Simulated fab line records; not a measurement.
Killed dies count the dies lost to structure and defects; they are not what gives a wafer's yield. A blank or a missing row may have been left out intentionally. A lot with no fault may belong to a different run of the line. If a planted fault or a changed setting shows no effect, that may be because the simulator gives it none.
fab line records    flow nand-harc
record: lots: 12  wafers: 36  last-day: 34
route steps=1302 shown A_CHANNEL_HOLE_D1@463 END@1302
lots untouched by any fault: they come from a run of this same line in which no faults occurred
start-h: hours from the record's first day to the start of the lot's first wafer shown    wait-h: hours from the lot's prior step to this one    " same as the row above    L1.1+2: a row that stands for several wafers    - no value present, or no start provided    * or withheld: withheld    < > ~ a bound
route shown NAME@n: a module of which the file shows steps, and the number in the route of the first    usual: mean/standard deviation taken from wafers without a fault    same: alike in all rows    chamber/n: place in a boat    sites: readings site by site    _std_site: standard deviation of those values    _edge_site: mean of outer sites minus mean of inner sites    radius-mm: for every site, how far away it sits from the centre of the wafer    mask NAME#n: copy n    behind: tool/chamber where the wafer was last shaped    hold: what put the lot on hold/how long, in hours/how the hold closed    device: whichever transistor did not switch (one of n, p or np)    end of line: the route-end tests of the same wafers    a step with no rows: only its recipe    killed: the dies lost at the first sort to structure and to defects; this is not the yield of the wafer    map: per-die view of a wafer (x killed, . not killed, _ where there is no die)
set.NAME: the setting as run; set.NAME@STEP: as run at that earlier step    model.NAME: the simulator's own value behind a step, which no gauge read
route steps across a sampled set of lots; one table per step, one row per wafer
services: from which hour (start-h, from the record's first day; less than 0 if before it) a tool's chamber was out of use, for how many hours, and why
== steps ==
step: NHARC_A_CHANNEL_HOLE_D1_OVL_MEAS_11
usual: overlay-x-nm: 0.0/0.7  overlay-y-nm: 0.1/0.89
lot.wafer  tool        chamber  start-h  wait-h  overlay-x-nm  overlay-y-nm
L278.2     overlay-02  -        198.77   -       1.1           1.1
L278.3     "           -        "        "       0.9           0.7
L278.6     "           -        "        "       1.1           1.3
L280.1     overlay-01  -        217.23   -       0.7           0.5
L280.4     "           -        "        "       0.8           0.2
L280.5     "           -        "        "       0.6           0.0
L282.3     overlay-01  -        235.31   -       1.2           0.2
L282.4     "           -        "        "       0.8           -0.1
L282.5     "           -        "        "       1.1           0.0
L284.1     overlay-02  -        256.38   -       -0.4          0.0
L284.5     "           -        "        "       -0.3          -0.4
L284.6     "           -        "        "       0.0           -0.6
L285.3     overlay-02  -        267.05   -       0.1           0.5
L285.4     "           -        "        "       -0.5          0.6
L285.6     "           -        "        "       -0.6          0.0
L287.3     overlay-02  -        289.78   -       -1.2          -0.9
L287.5     "           -        "        "       -1.4          -0.5
L287.6     "           -        "        "       -1.5          -0.8
L288.2     overlay-02  -        296.93   -       -0.2          -0.4
L288.4     "           -        "        "       -0.2          0.5
L288.6     "           -        "        "       -0.3          -0.5
L289.2     overlay-01  -        321.64   -       1.2           0.4
L289.5     "           -        "        "       0.9           0.8
L289.6     "           -        "        "       0.7           0.3
L291.2     overlay-02  -        323.27   -       -0.5          0.4
L291.3     "           -        "        "       -0.7          0.0
L291.4     "           -        "        "       -1.1          0.6
L297.2     overlay-01  -        381.57   -       0.8           -0.6
L297.4     "           -        "        "       1.1           0.3
L297.5     "           -        "        "       0.9           -0.8
L298.2     overlay-01  -        390.72   -       -0.7          0.0
L298.4     "           -        "        "       -1.0          0.4
L298.6     "           -        "        "       -0.6          0.4
L299.2     overlay-01  -        414.21   -       0.9           0.5
L299.4     "           -        "        "       0.6           0.3
L299.6     "           -        "        "       0.5           0.8
step: NHARC_A_CHANNEL_HOLE_D1_ETCH_34
recipe: target-depth-a: 1540  time-s: 77  cf4-flow-sccm: 100  chf3-flow-sccm: 30  ar-flow-sccm: 0  rf-w: 500  bias-w: 200  chemistry: CF4/CHF3
usual: drypump-motor-current-A: 5.64/0.29  oes-product-au: 0.945/0.022  rf-vpp-V: 370.6/2.8  showerhead-plenum-p-Torr: 1.58/0.078  throttle-valve-pct: 16.803/0.0093
lot.wafer  tool         chamber  start-h  wait-h  drypump-motor-current-A  oes-product-au  rf-hours-counter-h  rf-vpp-V  showerhead-plenum-p-Torr  throttle-valve-pct
L278.2     rie-diel-07  0        -        -       6.06                     0.933           26                  367.7     1.47                      16.804
L278.3     "            1        "        "       5.72                     0.937           26                  368.6     1.50                      16.808
L278.6     "            3        "        "       6.13                     0.926           -                   374.5     1.68                      16.810
L280.4     rie-diel-01  2        -        -       5.66                     0.969           0                   372.2     1.63                      16.807
L280.1     "            3        "        "       5.30                     0.975           0                   366.3     1.48                      16.799
L280.5     "            2        "        "       5.70                     0.977           -                   372.1     1.63                      16.804
L282.4     rie-diel-01  2        -        -       5.68                     0.966           1                   372.5     1.63                      16.785
L282.3     "            3        "        "       5.29                     0.972           1                   366.5     1.48                      16.798
L282.5     "            0        "        "       5.58                     0.980           -                   373.2     1.68                      16.801
L284.1     rie-diel-01  3        -        -       5.32                     0.963           3                   367.7     1.48                      16.810
L284.5     "            1        "        "       5.35                     0.960           -                   373.5     1.58                      16.792
L284.6     "            2        "        "       5.66                     0.981           -                   373.3     1.63                      16.798
L285.4     rie-diel-01  2        -        -       5.66                     0.928           4                   372.1     1.63                      16.815
L285.3     "            3        "        "       5.33                     0.921           4                   366.2     1.48                      16.807
L285.6     "            2        "        "       5.67                     0.922           -                   372.1     1.63                      16.789
L287.3     rie-diel-07  3        -        -       6.13                     0.913           55                  373.5     1.67                      16.791
L287.5     "            3        "        "       6.15                     0.930           -                   373.8     1.67                      16.809
L287.6     "            0        "        "       6.07                     0.927           -                   367.3     1.47                      16.797
L288.2     rie-diel-01  2        -        -       5.61                     0.922           7                   373.2     1.63                      16.805
L288.4     "            1        "        "       5.36                     0.931           7                   370.9     1.58                      16.800
L288.6     "            3        "        "       5.30                     0.918           -                   367.5     1.47                      16.794
L289.2     rie-diel-07  2        -        -       5.93                     0.964           6                   369.4     1.56                      16.806
L289.6     "            2        "        "       5.94                     0.966           -                   371.4     1.56                      16.797
L289.5     "            3        "        "       6.13                     0.961           -                   373.7     1.67                      16.775
L291.4     rie-diel-01  2        -        -       5.64                     0.963           9                   371.5     1.63                      16.796
L291.2     "            3        "        "       5.27                     0.975           9                   367.0     1.47                      16.817
L291.3     "            1        "        "       5.38                     0.972           10                  371.0     1.58                      16.808
L297.2     rie-diel-07  2        -        -       5.95                     0.967           24                  370.2     1.56                      16.821
L297.4     "            1        "        "       5.69                     0.964           26                  367.5     1.49                      16.799
L297.5     "            3        "        "       6.12                     0.978           -                   373.0     1.67                      16.809
L298.4     rie-diel-01  2        -        -       5.68                     0.977           0                   371.2     1.63                      16.795
L298.2     "            0        "        "       5.59                     0.956           0                   373.3     1.68                      16.806
L298.6     "            3        "        "       5.27                     0.974           -                   368.4     1.47                      16.802
L299.2     rie-diel-07  3        -        -       6.13                     0.949           39                  373.5     1.66                      16.801
L299.4     "            3        "        "       6.09                     0.951           -                   373.7     1.66                      16.811
L299.6     "            2        "        "       5.91                     0.963           -                   371.4     1.55                      16.817
step: NHARC_A_CHANNEL_HOLE_D1_STRIP_41
recipe: n2-flow-sccm: 150  h2-flow-sccm: 150  ar-flow-sccm: 0  bias-w: 0  chemistry: N2/H2
lot.wafer   tool         chamber  start-h  wait-h
L278.2+3+6  rie-diel-05  0,2,0    206.81   0.6
L280.1+4+5  rie-diel-01  2,3,2    223.05   0.5
L282.4+3+5  rie-diel-01  2,3,1    242.09   0.5
L284.1+6+5  rie-diel-01  0,0,1    272.20   0.7
L285.3+4+6  rie-diel-05  0,2,1    276.37   0.4
L287.3+5+6  rie-diel-01  3,3,0    295.91   0.4
L288.4+2+6  rie-diel-01  3,1,0    302.71   0.4
L289.2+5+6  rie-diel-01  3,1,2    327.58   0.5
L291.2+3+4  rie-diel-01  1,2,3    331.75   0.5
L297.2+4+5  rie-diel-05  3,0,2    397.47   0.5
L298.2+4+6  rie-diel-01  0,1,1    401.61   0.5
L299.4+2+6  rie-diel-01  0,1,3    420.44   0.4
step: NHARC_A_CHANNEL_HOLE_D1_ETCH_44
recipe: target-depth-a: 1400  overetch-a: 140  time-s: 77  ion-energy-ev: 100  cf4-flow-sccm: 80  o2-flow-sccm: 20  ar-flow-sccm: 0  rf-w: 300  bias-w: 100  chemistry: CF4/O2
usual: drypump-motor-current-A: 5.59/0.28  oes-product-au: 1.000/0.0076  rf-vpp-V: 198.2/1.6  showerhead-plenum-p-Torr: 1.35/0.063  throttle-valve-pct: 13.399/0.0088
lot.wafer  tool         chamber  start-h  wait-h  drypump-motor-current-A  oes-product-au  rf-hours-counter-h  rf-vpp-V  showerhead-plenum-p-Torr  throttle-valve-pct
L278.3     rie-diel-05  1        207.51   0.6     5.49                     0.988           49                  199.1     1.42                      13.400
L278.2     "            0        "        "       6.20                     0.999           38                  199.4     1.40                      13.394
L278.6     "            1        "        "       5.50                     0.993           -                   201.7     1.42                      13.383
L280.1     rie-diel-01  1        223.28   0.1     5.35                     0.993           1                   199.2     1.34                      13.388
L280.4     "            2        "        "       5.59                     1.004           1                   197.5     1.38                      13.409
L280.5     "            0        "        "       5.59                     0.994           -                   199.7     1.43                      13.392
L282.4     rie-diel-01  2        242.30   0.1     5.66                     1.004           2                   199.5     1.38                      13.408
L282.3     "            0        "        "       5.62                     0.998           2                   199.8     1.43                      13.394
L282.5     "            1        "        "       5.36                     1.001           -                   199.6     1.34                      13.404
L284.1     rie-diel-01  0        272.44   0.1     5.64                     1.000           5                   199.2     1.43                      13.398
L284.5     "            1        "        "       5.33                     1.012           -                   197.4     1.34                      13.397
L284.6     "            2        "        "       5.64                     0.999           -                   199.0     1.38                      13.383
L285.3     rie-diel-05  3        276.64   0.1     5.48                     0.995           14                  197.2     1.32                      13.395
L285.4     "            1        "        "       5.49                     0.993           15                  199.5     1.42                      13.404
L285.6     "            3        "        "       5.47                     1.003           -                   197.5     1.32                      13.397
L287.3     rie-diel-01  0        296.14   0.1     5.64                     1.000           6                   200.0     1.43                      13.390
L287.6     "            2        "        "       5.70                     1.001           -                   198.1     1.38                      13.389
L287.5     "            3        "        "       5.28                     0.990           -                   195.7     1.25                      13.392
L288.2     rie-diel-01  3        302.93   0.1     5.29                     0.995           7                   196.5     1.25                      13.414
L288.4     "            1        "        "       5.35                     0.999           8                   198.1     1.34                      13.404
L288.6     "            0        "        "       5.63                     1.004           -                   199.7     1.43                      13.413
L289.2     rie-diel-01  2        327.79   0.1     5.67                     0.996           10                  199.2     1.38                      13.398
L289.5     "            1        "        "       5.34                     0.998           -                   196.9     1.34                      13.390
L289.6     "            2        "        "       5.64                     0.987           -                   199.0     1.38                      13.400
L291.2     rie-diel-01  3        331.96   0.0     5.29                     0.994           9                   194.8     1.25                      13.422
L291.3     "            0        "        "       5.64                     0.994           10                  199.2     1.43                      13.396
L291.4     "            2        "        "       5.68                     0.997           10                  199.5     1.38                      13.404
L297.4     rie-diel-05  1        397.68   0.0     5.49                     1.005           50                  200.1     1.41                      13.411
L297.2     "            3        "        "       5.47                     0.989           53                  197.5     1.31                      13.410
L297.5     "            1        "        "       5.47                     1.013           -                   199.5     1.41                      13.404
L298.2     rie-diel-01  1        401.82   0.0     5.37                     0.991           2                   197.0     1.34                      13.394
L298.4     "            0        "        "       5.60                     1.000           1                   199.9     1.43                      13.406
L298.6     "            1        "        "       5.35                     0.998           -                   197.7     1.34                      13.397
L299.4     rie-diel-01  3        420.65   0.0     5.26                     0.991           2                   196.6     1.25                      13.392
L299.2     "            1        "        "       5.34                     0.989           3                   198.3     1.34                      13.393
L299.6     "            0        "        "       5.60                     0.999           -                   199.0     1.43                      13.415
step: NHARC_A_CHANNEL_HOLE_D1_INSPECT_40
usual: raw-defect-count: 72/29
lot.wafer  tool               chamber  start-h  wait-h  raw-defect-count
L278.2     defect-inspect-01  -        208.50   -       103
L278.3     "                  -        "        "       121
L278.6     "                  -        "        "       141
L280.1     defect-inspect-01  -        224.25   -       90
L280.4     "                  -        "        "       89
L280.5     "                  -        "        "       104
L282.3     defect-inspect-02  -        243.29   -       39
L282.4     "                  -        "        "       65
L282.5     "                  -        "        "       41
L284.1     defect-inspect-02  -        273.40   -       81
L284.5     "                  -        "        "       79
L284.6     "                  -        "        "       105
L285.3     defect-inspect-02  -        277.66   -       84
L285.4     "                  -        "        "       97
L285.6     "                  -        "        "       99
L287.3     defect-inspect-01  -        297.15   -       120
L287.5     "                  -        "        "       97
L287.6     "                  -        "        "       91
L288.2     defect-inspect-01  -        303.92   -       1348
L288.4     "                  -        "        "       1276
L288.6     "                  -        "        "       1282
L289.2     defect-inspect-01  -        328.76   -       1285
L289.5     "                  -        "        "       1357
L289.6     "                  -        "        "       1281
L291.2     defect-inspect-02  -        332.95   -       1359
L291.3     "                  -        "        "       1296
L291.4     "                  -        "        "       1266
L297.2     defect-inspect-02  -        398.65   -       48
L297.4     "                  -        "        "       73
L297.5     "                  -        "        "       68
L298.2     defect-inspect-01  -        402.86   -       75
L298.4     "                  -        "        "       63
L298.6     "                  -        "        "       84
L299.2     defect-inspect-02  -        421.64   -       45
L299.4     "                  -        "        "       48
L299.6     "                  -        "        "       46
step: NHARC_END_SORT_01
recipe: temp-c: 25
usual: killed-at-array: 56/21  killed-at-other: 1.2/1.6  killed-at-periphery: 3.7/2.5  killed-dies: 61/21  killed-open: 3.1/1.8  killed-short: 2.8/1.7
same: gross-dies: 677
lot.wafer  tool       chamber  start-h  wait-h  killed-at-array  killed-at-other  killed-at-periphery  killed-dies  killed-open  killed-short
L289.2     prober-02  0        691.18   2.8     115              0                4                    119          6            2
L289.5     prober-02  0        693.53   3.6     126              0                1                    127          2            3
L289.6     prober-02  0        694.32   3.9     125              0                1                    126          7            2
L288.2     prober-01  0        691.25   2.8     145              0                2                    147          2            1
L288.4     prober-01  0        692.86   3.4     149              0                3                    152          2            1
L288.6     prober-01  0        694.47   4.0     127              0                3                    130          2            1
L291.2     prober-01  0        699.11   2.8     178              0                1                    179          2            4
L291.3     prober-01  0        699.91   3.1     177              0                0                    177          4            1
L291.4     prober-01  0        700.71   3.4     175              0                3                    178          0            3
killed by level:class
L289.2 A_CHANNEL_HOLE_D1:unspecified=96 A_CHANNEL_HOLE_D1:chamber-film-flake=7 A_SLIT:chamber-film-flake=3 A_DECK1_JOINT:geometric-particle:open=2 P_GATE:geometric-particle:short=1 P_CONTACT:geometric-particle:open=1 A_CHANNEL_FILL_D2:geometric-particle:open=1 A_WL_FILL:geometric-particle:short=1
L288.2 A_CHANNEL_HOLE_D1:unspecified=99 A_CHANNEL_HOLE_D2:chamber-film-flake=20 A_CHANNEL_HOLE_D1:chamber-film-flake=13 A_CHANNEL_FILL_D2:chamber-film-flake=4 P_BONDPAD:chamber-film-flake=2 A_SLIT:chamber-film-flake=2 A_CONTACT:chamber-film-flake=2 A_BLC:chamber-film-flake=2
L288.4 A_CHANNEL_HOLE_D1:unspecified=107 A_CHANNEL_HOLE_D2:chamber-film-flake=15 A_CHANNEL_HOLE_D1:chamber-film-flake=7 A_STAIRCASE:chamber-film-flake=4 A_DECK1_JOINT:chamber-film-flake=3 A_SLIT:chamber-film-flake=3 A_CONTACT:chamber-film-flake=3 A_BLC:chamber-film-flake=3
L289.5 A_CHANNEL_HOLE_D1:unspecified=103 A_CHANNEL_HOLE_D1:chamber-film-flake=7 A_SLIT:chamber-film-flake=5 A_STAIRCASE:chamber-film-flake=2 A_ONON_D1:geometric-particle:short=1 A_CHANNEL_FILL_D1:geometric-particle:short=1 A_CHANNEL_FILL_D2:geometric-particle:open=1 A_SLIT:geometric-particle:short=1
L289.6 A_CHANNEL_HOLE_D1:unspecified=103 A_CHANNEL_HOLE_D1:chamber-film-flake=8 A_SLIT:chamber-film-flake=3 A_CONTACT:geometric-particle:open=2 A_M0:geometric-particle:open=2 A_CONTACT:chamber-film-flake=2 P_M1:geometric-particle:open=1 A_CHANNEL_FILL_D1:geometric-particle:open=1
L288.6 A_CHANNEL_HOLE_D1:unspecified=93 A_CHANNEL_HOLE_D2:chamber-film-flake=13 A_CHANNEL_HOLE_D1:chamber-film-flake=8 A_BLC:chamber-film-flake=4 P_BONDPAD:chamber-film-flake=3 A_STAIRCASE:chamber-film-flake=2 A_CHANNEL_FILL_D1:geometric-particle:open=1 A_ONON_D2:geometric-particle:open=1
L291.2 A_CHANNEL_HOLE_D1:unspecified=112 A_SLIT:chamber-film-flake=28 A_CHANNEL_HOLE_D2:chamber-film-flake=18 A_CHANNEL_HOLE_D1:chamber-film-flake=8 A_CONTACT:chamber-film-flake=4 A_WL_FILL:geometric-particle:short=2 A_CHANNEL_FILL_D1:chamber-film-flake=2 P_GATE:geometric-particle:open=1
L291.3 A_CHANNEL_HOLE_D1:unspecified=107 A_CHANNEL_HOLE_D2:chamber-film-flake=27 A_SLIT:chamber-film-flake=24 A_CHANNEL_HOLE_D1:chamber-film-flake=6 A_CHANNEL_FILL_D1:chamber-film-flake=4 A_CHANNEL_FILL_D1:geometric-particle:open=2 A_ZERO_WELL:chamber-film-flake=2 A_CONTACT:chamber-film-flake=2
L291.4 A_CHANNEL_HOLE_D1:unspecified=107 A_SLIT:chamber-film-flake=28 A_CHANNEL_HOLE_D2:chamber-film-flake=23 A_CHANNEL_HOLE_D1:chamber-film-flake=4 A_CONTACT:chamber-film-flake=4 P_ZERO_WELL:chamber-film-flake=2 A_CHANNEL_FILL_D1:chamber-film-flake=2 A_STAIRCASE:chamber-film-flake=2
== services ==
tool         chamber  start-h  hours  kind
rie-diel-01  0        183.10   -      clean
rie-diel-01  1        183.10   -      clean
rie-diel-01  2        183.10   -      clean
rie-diel-01  3        183.10   -      clean
rie-diel-01  1        195.74   3.0    repair
rie-diel-01  3        201.20   7.4    repair
rie-diel-01  -        204.03   9.0    pm
rie-diel-01  0        204.03   9.0    vent-cycle
rie-diel-01  1        204.03   9.0    vent-cycle
rie-diel-01  2        204.03   9.0    vent-cycle
rie-diel-01  0        213.03   -      clean
rie-diel-01  1        213.03   -      clean
rie-diel-01  2        213.03   -      clean
rie-diel-05  -        229.63   9.0    pm
rie-diel-07  -        253.45   0.7    repair
rie-diel-07  0        275.90   13.9   repair
rie-diel-07  -        294.35   9.0    pm
rie-diel-05  0        307.80   3.0    repair
rie-diel-07  3        327.72   7.0    repair
rie-diel-01  0        340.62   2.5    repair
rie-diel-01  -        381.03   9.0    pm
rie-diel-05  3        399.97   5.3    repair
rie-diel-07  1        400.98   15.2   repair
rie-diel-05  -        407.97   9.0    pm
== key ==
first-sign: step: NHARC_A_CHANNEL_HOLE_D1_INSPECT_40  reading: raw-defect-count  direction: up  sigmas: 43  usual: 72  struck: 1306
effect: step: NHARC_END_SORT_01  reading: killed-at-array  direction: up  sigmas: 4.3  usual: 56  struck: 146
more-kills-born-at: NHARC_A_CHANNEL_HOLE_D1_STRIP_41@rie-diel-01: 927
met-at NHARC_A_CHANNEL_HOLE_D1_STRIP_41
struck-lots L288,L289,L291
tester-left-out L288,L289,L291
not-acting-at NHARC_A_CHANNEL_HOLE_D1_OVL_MEAS_11,NHARC_A_CHANNEL_HOLE_D1_ETCH_34,NHARC_A_CHANNEL_HOLE_D1_ETCH_44
onset-between 295.91 302.71
fault: kind: chamber-particle-source  tool: rie-diel-01  chamber: -  onset-h: 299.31  steps: NHARC_A_CHANNEL_HOLE_D1_STRIP_41  rate-per-visit-cm2: 1.9385  end-h: 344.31
tester-left-out: of these lots the tester's yield and bins aren't shown, on N5 and GAA mostly nor the transistor test; their killed dies are dies lost to structure and defects alone, not to doping, threshold or leakage, so they don't give the yield
